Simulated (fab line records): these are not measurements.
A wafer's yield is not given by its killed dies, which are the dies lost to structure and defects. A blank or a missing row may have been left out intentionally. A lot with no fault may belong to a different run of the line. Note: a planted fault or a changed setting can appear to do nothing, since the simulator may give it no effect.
Chamber matching :: flow n5-finfet :: cmp-03 running N5_BEOL_M5_CMP_52: 4 sister chambers
The step polishes, stops on SiCOH lowk, t overpolish 6.9 s, target thk 62 nm. 18 wafers are shown with their chamber, then 9 later ones without.

EACH WAFER AND ITS CHAMBER
wafer: L077.2
chamber: 3
motor-current-A (A): 5.9
time-to-endpoint-s (s): 63.4
overpolish-run-s (s): 6.899

wafer: L077.4
chamber: 1
motor-current-A (A): 5.5
time-to-endpoint-s (s): 63.9
overpolish-run-s (s): 6.907

wafer: L077.6
chamber: 0
motor-current-A (A): 5.6
time-to-endpoint-s (s): 67.0
overpolish-run-s (s): 6.886

wafer: L078.3
chamber: 3
motor-current-A (A): 6.0
time-to-endpoint-s (s): 59.2
overpolish-run-s (s): 6.897

wafer: L078.4
chamber: 2
motor-current-A (A): 5.4
time-to-endpoint-s (s): 57.4
overpolish-run-s (s): 6.904

wafer: L078.6
chamber: 3
motor-current-A (A): 5.8
time-to-endpoint-s (s): 61.4
overpolish-run-s (s): 6.896

wafer: L079.2
chamber: 1
motor-current-A (A): 5.2
time-to-endpoint-s (s): 60.7
overpolish-run-s (s): 6.913

wafer: L079.3
chamber: 0
motor-current-A (A): 5.2
time-to-endpoint-s (s): 65.1
overpolish-run-s (s): 6.896

wafer: L079.4
chamber: 3
motor-current-A (A): 5.6
time-to-endpoint-s (s): 59.6
overpolish-run-s (s): 6.907

wafer: L080.2
chamber: 0
motor-current-A (A): 5.8
time-to-endpoint-s (s): 62.1
overpolish-run-s (s): 6.890

wafer: L080.4
chamber: 1
motor-current-A (A): 5.2
time-to-endpoint-s (s): 62.5
overpolish-run-s (s): 6.887

wafer: L080.6
chamber: 2
motor-current-A (A): 5.4
time-to-endpoint-s (s): 57.7
overpolish-run-s (s): 6.895

wafer: L082.2
chamber: 1
motor-current-A (A): 5.4
time-to-endpoint-s (s): 59.8
overpolish-run-s (s): 6.906

wafer: L082.5
chamber: 0
motor-current-A (A): 5.7
time-to-endpoint-s (s): 58.0
overpolish-run-s (s): 6.911

wafer: L082.6
chamber: 1
motor-current-A (A): 5.6
time-to-endpoint-s (s): 58.3
overpolish-run-s (s): 6.930

wafer: L086.2
chamber: 0
motor-current-A (A): 5.3
time-to-endpoint-s (s): 66.1
overpolish-run-s (s): 6.893

wafer: L086.3
chamber: 3
motor-current-A (A): 5.8
time-to-endpoint-s (s): 61.8
overpolish-run-s (s): 6.908

wafer: L086.6
chamber: 2
motor-current-A (A): 5.5
time-to-endpoint-s (s): 61.1
overpolish-run-s (s): 6.904

SIGNATURES (averages over the wafers above)
reading: motor-current-A
chamber 0: 5.520
chamber 1: 5.380
chamber 2: 5.433
chamber 3: 5.820
scatter within a chamber: 0.187

reading: time-to-endpoint-s
chamber 0: 63.660
chamber 1: 61.040
chamber 2: 58.733
chamber 3: 61.080
scatter within a chamber: 2.58

reading: overpolish-run-s
chamber 0: 6.89520
chamber 1: 6.90860
chamber 2: 6.90100
chamber 3: 6.90140
scatter within a chamber: 0.0104
Rule: for a wafer and a chamber, the distance is found by dividing, reading by reading, the gap between the wafer's reading and the chamber's mean by the reading's scatter, squaring, summing and taking the root. If the next closest chamber is less than 2 further off than the closest, the wafer can't be placed; otherwise it belongs to the closest. The scatter is the square root of a quotient: the sum, over the shown wafers, of each reading's squared deviation from its chamber's mean, divided by wafers minus chambers.

WAFERS WITHOUT THEIR CHAMBER
wafer: L092.2
motor-current-A (A): 5.3
time-to-endpoint-s (s): 56.8
overpolish-run-s (s): 6.904

wafer: L092.3
motor-current-A (A): 5.5
time-to-endpoint-s (s): 63.1
overpolish-run-s (s): 6.905

wafer: L092.4
motor-current-A (A): 5.6
time-to-endpoint-s (s): 61.8
overpolish-run-s (s): 6.905

wafer: L093.1
motor-current-A (A): 5.7
time-to-endpoint-s (s): 57.6
overpolish-run-s (s): 6.921

wafer: L093.2
motor-current-A (A): 5.3
time-to-endpoint-s (s): 63.0
overpolish-run-s (s): 6.894

wafer: L093.5
motor-current-A (A): 6.1
time-to-endpoint-s (s): 58.8
overpolish-run-s (s): 6.902

wafer: L095.1
motor-current-A (A): 5.4
time-to-endpoint-s (s): 60.1
overpolish-run-s (s): 6.916

wafer: L095.3
motor-current-A (A): 5.5
time-to-endpoint-s (s): 55.8
overpolish-run-s (s): 6.895

wafer: L095.4
motor-current-A (A): 5.8
time-to-endpoint-s (s): 53.7
overpolish-run-s (s): 6.897

CHAMBER TAKEN BY EACH
wafer: L092.2
from the rows above: can't be placed: 2 or 1 or 0
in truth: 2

wafer: L092.3
from the rows above: can't be placed: 0 or 1 or 2 or 3
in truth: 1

wafer: L092.4
from the rows above: can't be placed: 3 or 1 or 0 or 2
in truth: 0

wafer: L093.1
from the rows above: can't be placed: 3 or 2 or 1 or 0
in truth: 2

wafer: L093.2
from the rows above: can't be placed: 0 or 1 or 2 or 3
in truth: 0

wafer: L093.5
from the rows above: can't be placed: 3 or 2 or 0
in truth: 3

wafer: L095.1
from the rows above: can't be placed: 1 or 2 or 0 or 3
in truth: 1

wafer: L095.3
from the rows above: can't be placed: 2 or 1 or 3 or 0
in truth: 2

wafer: L095.4
from the rows above: can't be placed: 2 or 3 or 1 or 0
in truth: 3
Correct placement for 0 of the 9. These rows do not allow placing 9 (true chamber among the candidates in 9). Number placed wrongly: 0.
